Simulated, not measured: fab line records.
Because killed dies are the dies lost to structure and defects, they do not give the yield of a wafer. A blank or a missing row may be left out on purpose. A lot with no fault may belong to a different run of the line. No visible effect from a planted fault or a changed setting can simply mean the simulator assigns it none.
Chamber matching / flow nand_harc / NHARC_A_STAIRCASE_TRIM_229 on rie_diel-03: 4 sister chambers
The step chemistry O2, time 211.2 s. 18 wafers are shown with their chamber, then 9 later ones without.

WAFERS PAIRED WITH THEIR CHAMBERS
wafer=L074.1; chamber=1; drypump_motor_current_A (A)=5.3; showerhead_plenum_p_Torr (Torr)=3.63; rf_vpp_V (V)=59.5
wafer=L074.5; chamber=0; drypump_motor_current_A (A)=5.5; showerhead_plenum_p_Torr (Torr)=3.42; rf_vpp_V (V)=58.1
wafer=L074.6; chamber=1; drypump_motor_current_A (A)=5.4; showerhead_plenum_p_Torr (Torr)=3.64; rf_vpp_V (V)=58.7
wafer=L079.2; chamber=0; drypump_motor_current_A (A)=5.5; showerhead_plenum_p_Torr (Torr)=3.41; rf_vpp_V (V)=56.9
wafer=L079.3; chamber=3; drypump_motor_current_A (A)=5.3; showerhead_plenum_p_Torr (Torr)=3.79; rf_vpp_V (V)=58.1
wafer=L079.6; chamber=1; drypump_motor_current_A (A)=5.3; showerhead_plenum_p_Torr (Torr)=3.63; rf_vpp_V (V)=59.1
wafer=L080.1; chamber=0; drypump_motor_current_A (A)=5.5; showerhead_plenum_p_Torr (Torr)=3.41; rf_vpp_V (V)=58.6
wafer=L080.2; chamber=2; drypump_motor_current_A (A)=6.1; showerhead_plenum_p_Torr (Torr)=3.32; rf_vpp_V (V)=56.1
wafer=L080.4; chamber=1; drypump_motor_current_A (A)=5.3; showerhead_plenum_p_Torr (Torr)=3.62; rf_vpp_V (V)=57.9
wafer=L083.2; chamber=1; drypump_motor_current_A (A)=5.3; showerhead_plenum_p_Torr (Torr)=3.62; rf_vpp_V (V)=57.8
wafer=L083.3; chamber=3; drypump_motor_current_A (A)=5.3; showerhead_plenum_p_Torr (Torr)=3.77; rf_vpp_V (V)=58.4
wafer=L083.4; chamber=2; drypump_motor_current_A (A)=6.1; showerhead_plenum_p_Torr (Torr)=3.32; rf_vpp_V (V)=57.0
wafer=L086.4; chamber=0; drypump_motor_current_A (A)=5.5; showerhead_plenum_p_Torr (Torr)=3.40; rf_vpp_V (V)=57.3
wafer=L086.5; chamber=2; drypump_motor_current_A (A)=6.1; showerhead_plenum_p_Torr (Torr)=3.31; rf_vpp_V (V)=56.4
wafer=L086.6; chamber=1; drypump_motor_current_A (A)=5.3; showerhead_plenum_p_Torr (Torr)=3.61; rf_vpp_V (V)=57.7
wafer=L087.1; chamber=1; drypump_motor_current_A (A)=5.3; showerhead_plenum_p_Torr (Torr)=3.61; rf_vpp_V (V)=59.0
wafer=L087.4; chamber=2; drypump_motor_current_A (A)=6.1; showerhead_plenum_p_Torr (Torr)=3.31; rf_vpp_V (V)=57.1
wafer=L087.6; chamber=1; drypump_motor_current_A (A)=5.3; showerhead_plenum_p_Torr (Torr)=3.61; rf_vpp_V (V)=58.4

SIGNATURES (averages over the wafers above)
reading=drypump_motor_current_A; chamber 0=5.500; chamber 1=5.312; chamber 2=6.100; chamber 3=5.300; scatter within a chamber=0.025
reading=showerhead_plenum_p_Torr; chamber 0=3.4100; chamber 1=3.6212; chamber 2=3.3150; chamber 3=3.7800; scatter within a chamber=0.00996
reading=rf_vpp_V; chamber 0=57.725; chamber 1=58.513; chamber 2=56.650; chamber 3=58.250; scatter within a chamber=0.635
Rule: distance of a wafer from a chamber = root of the sum over the readings of ((wafer's reading minus chamber's mean) / reading's scatter) squared. The wafer belongs to the nearest chamber; if the next one is less than 2 further off, it can't be placed. The scatter is the square root of a quotient: the sum, over the shown wafers, of each reading's squared deviation from its chamber's mean, divided by wafers minus chambers.

WAFERS WITHOUT THEIR CHAMBER
wafer=L090.3; drypump_motor_current_A (A)=5.3; showerhead_plenum_p_Torr (Torr)=3.76; rf_vpp_V (V)=57.0
wafer=L090.4; drypump_motor_current_A (A)=5.5; showerhead_plenum_p_Torr (Torr)=3.39; rf_vpp_V (V)=57.9
wafer=L090.6; drypump_motor_current_A (A)=6.1; showerhead_plenum_p_Torr (Torr)=3.31; rf_vpp_V (V)=57.4
wafer=L093.3; drypump_motor_current_A (A)=5.3; showerhead_plenum_p_Torr (Torr)=3.76; rf_vpp_V (V)=59.1
wafer=L093.4; drypump_motor_current_A (A)=6.1; showerhead_plenum_p_Torr (Torr)=3.30; rf_vpp_V (V)=56.8
wafer=L093.5; drypump_motor_current_A (A)=6.1; showerhead_plenum_p_Torr (Torr)=3.30; rf_vpp_V (V)=58.0
wafer=L096.2; drypump_motor_current_A (A)=5.3; showerhead_plenum_p_Torr (Torr)=3.59; rf_vpp_V (V)=58.4
wafer=L096.3; drypump_motor_current_A (A)=5.3; showerhead_plenum_p_Torr (Torr)=3.75; rf_vpp_V (V)=58.9
wafer=L096.5; drypump_motor_current_A (A)=5.3; showerhead_plenum_p_Torr (Torr)=3.59; rf_vpp_V (V)=58.3

WHICH CHAMBER EACH ONE RAN IN
wafer=L090.3; from the rows above=3; in truth=3
wafer=L090.4; from the rows above=0; in truth=0
wafer=L090.6; from the rows above=2; in truth=2
wafer=L093.3; from the rows above=3; in truth=3
wafer=L093.4; from the rows above=2; in truth=2
wafer=L093.5; from the rows above=2; in truth=2
wafer=L096.2; from the rows above=1; in truth=1
wafer=L096.3; from the rows above=3; in truth=3
wafer=L096.5; from the rows above=1; in truth=1
Placed correctly: 9 of 9. From these rows, 0 cannot be placed. Placed wrongly: 0.
